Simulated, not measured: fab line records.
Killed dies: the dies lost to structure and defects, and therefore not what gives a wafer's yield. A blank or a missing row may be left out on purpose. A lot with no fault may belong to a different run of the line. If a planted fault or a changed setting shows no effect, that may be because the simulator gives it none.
Comparing a struck lot with a sound one	flow n5 finfet	38 out of 1938 route steps
Sound: the wafers L828.3, L828.4, L828.5. Struck: wafers L833.1, L833.6. (L833.2 of the same lot was not struck and is left out.) The cause comes at the end.
At each step with rows: each side's tool, then ch and its chambers, then its first start. Under that, the readings that differ: sound wafers	struck wafers	difference of the means	sigmas: that difference in standard deviations of wafers without a fault.
alike: readings with means less than 2 such deviations apart, plus words and numbers identical on both sides. not compared: withheld readings, readings lacking a value on some wafer, bounds such as >300 that could conceal the same value, and numbers that have no deviation in the record and whose values overlap.
A row with sigmas, a row that says differs or no value, or rows on one side alone: a step with any of these is where the two part. Numbers that have no deviation but don't overlap get no sigmas and don't part them. A reading that every wafer of one side lacks parts them only if that side has two wafers or more.

first, 9 steps without rows for these wafers: N5_BEOL_M4_ANNEAL_95 (time 240 s); N5_BEOL_M4_SPUTTER_96 (material Cu, target thk 4.5 nm, time 8.29 s); N5_BEOL_M4_ECD_50 (material Cu, target thk 300 nm); N5_BEOL_M4_ANNEAL_51 (time 90 s); N5_BEOL_M4_CMP_52 (polishes, stops on SiOC, t overpolish 6.8 s, target thk 40 nm); N5_BEOL_M4_PRE_CLEAN_60 (time 15 s); N5_BEOL_M4_CO_CAP_55 (material Co, precursor CCTBA/H2, target thk 2 nm, time 102.1 s); N5_BEOL_M4_PRE_CLEAN_56 (time 15 s); N5_BEOL_M4_DEP_57 (deposits SiCN from 3MS/NH3, target thk 8 nm, time 14 s).
N5_BEOL_M4_RC_MEAS_101:
  sound on prober-01 ch 0, day 10 22:16; struck on prober-02 ch 0, day 12 15:31
  alike: DIBL_N, DIBL_P, IOFF_N, IOFF_P, ION_N, ION_P, SS_N, SS_P, VT_N, VT_P
then, 24 steps without rows for these wafers: N5_BEOL_M5_ILD_DEP_00 (deposits SiCOH lowk from DEMS/porogen, target thk 140.64 nm, time 25.9 s); N5_BEOL_M5_CURE_79 (cures SiCOH lowk, time 240 s); N5_BEOL_M5_PECVD_70 (deposits SiO2 from TEOS/O2, target thk 16 nm, time 18 s); N5_BEOL_M5_HM_DEP_02 (deposits TiN, target thk 20 nm); N5_BEOL_M5_COAT_59 (time 60 s, resist thk 60 nm); N5_BEOL_M5_COAT_60 (time 60 s, resist thk 12 nm); N5_BEOL_M5_COAT_71 (time 60 s, resist thk 5 nm); N5_BEOL_M5_COAT_05 (resist thk 30 nm); N5_BEOL_M5_EBR_07; N5_BEOL_M5_SOFTBAKE_06 (time 60 s); N5_BEOL_M5_EXPOSE_08 (exposes mask M5, target cd 28 nm); N5_BEOL_M5_PEB_09 (peb time 60 s); N5_BEOL_M5_DEVELOP_10 (develop time 30 s); N5_BEOL_M5_DESCUM_16 (chemistry O2, time 7 s); N5_BEOL_M5_ETCH_72 (etches underlayer in N2/H2, target depth 6.5 nm, time 5.2 s); N5_BEOL_M5_ETCH_61 (etches SiARC in CF4, target depth 15.6 nm, time 26 s); N5_BEOL_M5_ETCH_62 (etches SOC in N2/H2, target depth 75 nm, overetch 15 nm, time 112.5 s); N5_BEOL_M5_STRIP_63 (strips in N2/H2); N5_BEOL_M5_STRIP_73 (strips in N2/H2); N5_BEOL_M5_STRIP_64 (strips in CF4); N5_BEOL_M5_HM_OPEN_17 (chemistry Cl2/BCl3, target TiN, target depth 20 nm, overetch 6 nm); N5_BEOL_M5_STRIP_19 (strips in O2); N5_BEOL_M5_COAT_65 (time 60 s, resist thk 60 nm); N5_BEOL_M5_COAT_66 (time 60 s, resist thk 12 nm).
N5_BEOL_M7_CMP_52: polishes, stops on SiCOH lowk, t overpolish 6.9 s, target thk 80 nm.
  sound on cmp-03 ch 1,2, day 12 03:41; struck on cmp-03 ch 1,3, day 13 20:49
reading	sound	struck	difference	sigmas
barrier field endpoint s (s)	28.5 29.5 28.9	46.9 46.8	+17.9	+21
overpolish run s (s)	6.901 6.910 6.898	0.043 0.037	-6.863	-99 or more
time to endpoint s (s)	61 64 67	81 81	+17	+5
  alike: motor current A, platen rpm
N5_BEOL_M7_THK_MEAS_53: measures by xrf.
  sound on film metro-02, day 12 03:56; struck on film metro-01, day 13 21:04
reading	sound	struck	difference	sigmas
M7_THK (nm)	81.6 82.0 81.6	197.8 208.4	+121.4	+55
N5_BEOL_M7_INSPECT_58: inspects for defects (darkfield).
  sound on defect inspect-01, day 12 04:06; struck on defect inspect-02, day 13 21:14
reading	sound	struck	difference	sigmas
raw defect count	86 107 73	1168 1222	+1106	+41
-- a jump in the record: the struck wafers' starts before and after are 3 days apart (it breaks off in module BEOL_M7 and resumes in module PASSIVATION, where the first step shown is number 1936 of the route) --
N5_PASSIVATION_PROBE_49:
  sound on prober-02, day 15 09:11; struck on prober-02, day 16 21:29
reading	sound	struck	difference	sigmas
defect limited yield (%)	89.7 92.9 91.6	0 0	-91	-61
killed_at_M4_up	8 14 11	1113 1076	+1084	+99 or more
killed dies	121 84 99	1180 1180	+1079	+60
killed on rim	12 8 10	152 152	+142	+34
sort_bin_8_speed (%)	0 0 0.17	0 0	+0	-2
sort n pass	1059 1096 1081	0 0	-1079	-60
  alike: killed_at_M0_to_M3, killed at contacts, killed at front end, killed at other, killed open, killed short, sort_bin_5_function, sort_bin_6_memory

WHERE THEY PART
Last at N5_PASSIVATION_PROBE_49 as far as this record goes, first at N5_BEOL_M7_CMP_52.

WHY: what had been put in by the simulator
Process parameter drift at N5_BEOL_M7_CMP_52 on cmp-03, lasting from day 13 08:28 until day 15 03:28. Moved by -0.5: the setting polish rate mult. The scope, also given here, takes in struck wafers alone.
